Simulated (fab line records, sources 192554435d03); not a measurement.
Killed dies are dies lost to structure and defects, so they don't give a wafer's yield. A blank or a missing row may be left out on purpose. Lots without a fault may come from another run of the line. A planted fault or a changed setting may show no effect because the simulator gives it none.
Split-lot experiment | flow n5_finfet | 7 lots, 21 wafers read, on a route of 1938 steps

THE SPLIT
At N5_BEOL_M8_EXPOSE_08 (exposes mask M8), the setting dose_mj was moved away from the recipe's 68.25 on 8 of the 21 wafers read, by -5.2% to +7.0%. The other wafers ran this setting at the recipe's value.

FROM THE SPLIT TO THE READING: what the file shows between them, 14 steps
- N5_BEOL_M8_DEVELOP_10: develop time 30 s (also split here: develop_time_s)
- N5_BEOL_M8_CD_MEAS_11: target cd 38.5 nm
- N5_BEOL_M8_DESCUM_16: chemistry O2, time 7.9 s
- N5_BEOL_M8_ETCH_61: etches SiARC in CF4, target depth 45.5 nm, time 75.8 s
- N5_BEOL_M8_ETCH_62: etches SOC in N2/H2, target depth 110 nm, overetch 22 nm, time 165 s
- N5_BEOL_M8_STRIP_68: strips in N2/H2
- N5_BEOL_M8_STRIP_67: strips in CF4
- N5_BEOL_M8_HM_OPEN_17: chemistry Cl2/BCl3, target TiN, target depth 20 nm, overetch 6 nm
- N5_BEOL_M8_STRIP_19: strips in O2
- N5_BEOL_M8_CD_MEAS_18: pitch 80 nm, target cd 40 nm
- N5_BEOL_M8_COAT_63: time 60 s, resist thk 60 nm
- N5_BEOL_M8_COAT_64: time 60 s, resist thk 12 nm
- N5_BEOL_M8_PRECLEAN_42: cleans in residue remover, time 60 s
- N5_BEOL_M8_SRD_43: time 30 s

THE READING
cd_nm, in nm, at N5_BEOL_M8_CD_MEAS_35 (target cd 40 nm). Fault-free wafers of this fab line usually give 39.9 nm, standard deviation 0.57 nm.

wafer  | tool, chamber at the split | dose_mj as run | against the recipe | cd_nm, nm | against lot-mates on the recipe
L074.4 | arfi_scanner-01, 0         | 68.25          | recipe             | 39.7      | -
L074.5 | arfi_scanner-01, 0         | 68.25          | recipe             | 41.3      | -
L074.6 | arfi_scanner-01, 0         | 68.25          | recipe             | 39.6      | -
L077.4 | arfi_scanner-02, 0         | 68.25          | recipe             | 40.7      | -
L077.5 | arfi_scanner-02, 0         | 73.05          | +7.0%              | 44.5      | +4.3
L077.6 | arfi_scanner-02, 0         | 68.25          | recipe             | 39.7      | -
L083.2 | arfi_scanner-03, 0         | 68.25          | recipe             | 39.0      | -
L083.3 | arfi_scanner-03, 0         | 64.7           | -5.2%              | 36.9      | -2.1
L083.6 | arfi_scanner-03, 0         | 64.7           | -5.2%              | 37.1      | -1.9
L087.2 | arfi_scanner-03, 0         | 68.25          | recipe             | 38.9      | -
L087.3 | arfi_scanner-03, 0         | 68.25          | recipe             | 40.9      | -
L087.4 | arfi_scanner-03, 0         | 68.25          | recipe             | 40.0      | -
L095.1 | arfi_scanner-03, 0         | 70.92          | +3.9%              | 41.6      | +1.5
L095.3 | arfi_scanner-03, 0         | 70.92          | +3.9%              | 41.2      | +1.1
L095.5 | arfi_scanner-03, 0         | 68.25          | recipe             | 40.1      | -
L096.3 | arfi_scanner-02, 0         | 68.25          | recipe             | 40.2      | -
L096.4 | arfi_scanner-02, 0         | 68.25          | recipe             | 41.8      | -
L096.5 | arfi_scanner-02, 0         | 70.23          | +2.9%              | 43.5      | +2.5
L097.2 | arfi_scanner-03, 0         | 68.25          | recipe             | 39.4      | -
L097.3 | arfi_scanner-03, 0         | 71.18          | +4.3%              | 41.8      | +2.4
L097.6 | arfi_scanner-03, 0         | 71.18          | +4.3%              | 41.8      | +2.4

THE FIT
A straight line over all 21 wafers: cd_nm changes by +0.55 nm for each +1% of dose_mj; r = +0.88; the points scatter about the line by 0.89 nm.
The same after taking each lot's own level away (the mean of its wafers on the recipe; 21 wafers): +0.486 nm for each +1%; r = +0.90; scatter 0.68 nm.
On that fit, the largest move of dose_mj shifts the reading by 3.4 nm.
The lots' own levels span 39.00 to 41.00 nm, that is 3.5 times the standard deviation above.
So the lot-to-lot level changes the slope: the two fits differ.
Check: with one of the wafers moved furthest among these (+7.0%) left out of the fit, the line predicts +3.23 nm for it against its lot-mates. It came out at +4.3 nm against them.

OTHER SPLITS ON THESE WAFERS
These wafers also went through other splits before the reading. Each is held against what the fit with the lots' levels taken away leaves over:
other split on the same wafers       | wafers away from the commonest value | r with cd_nm (lot level and that fit taken away)
N5_BEOL_M6_TRENCH_ETCH_37 source_w   | 7                                    | -0.09
N5_BEOL_M7_TRENCH_ETCH_37 time_s     | 6                                    | +0.10
N5_BEOL_M7_ETCH_41 source_w          | 10                                   | +0.27
N5_BEOL_M8_DEVELOP_10 develop_time_s | 9                                    | +0.31

THE WHOLE CHAIN: every reading that the file lists as answering this split, in the file's order
step                  | what it does                                                         | reading                                                               | change (the file's fit)               | r (the file's)
N5_BEOL_M8_CD_MEAS_11 | target cd 38.5 nm                                                    | cd_nm                                                                 | +0.503 nm for each +1% of the setting | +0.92
N5_BEOL_M8_ETCH_61    | etches SiARC in CF4, target depth 45.5 nm, time 75.8 s               | BEOL_M8.cd_offset_nm (the simulator's own value, which no gauge read) | +0.524 nm for each +1% of the setting | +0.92
N5_BEOL_M8_ETCH_62    | etches SOC in N2/H2, target depth 110 nm, overetch 22 nm, time 165 s | BEOL_M8.cd_offset_nm (the simulator's own value, which no gauge read) | +0.509 nm for each +1% of the setting | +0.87
N5_BEOL_M8_HM_OPEN_17 | chemistry Cl2/BCl3, target TiN, target depth 20 nm, overetch 6 nm    | BEOL_M8.cd_offset_nm (the simulator's own value, which no gauge read) | +0.541 nm for each +1% of the setting | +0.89
N5_BEOL_M8_CD_MEAS_18 | pitch 80 nm, target cd 40 nm                                         | cd_nm                                                                 | +0.517 nm for each +1% of the setting | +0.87
N5_BEOL_M8_CD_MEAS_35 | target cd 40 nm                                                      | cd_nm                                                                 | +0.532 nm for each +1% of the setting | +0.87

THE FILE'S OWN FIT
cd_nm changes by +0.532 nm for each +1% of dose_mj, r = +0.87.
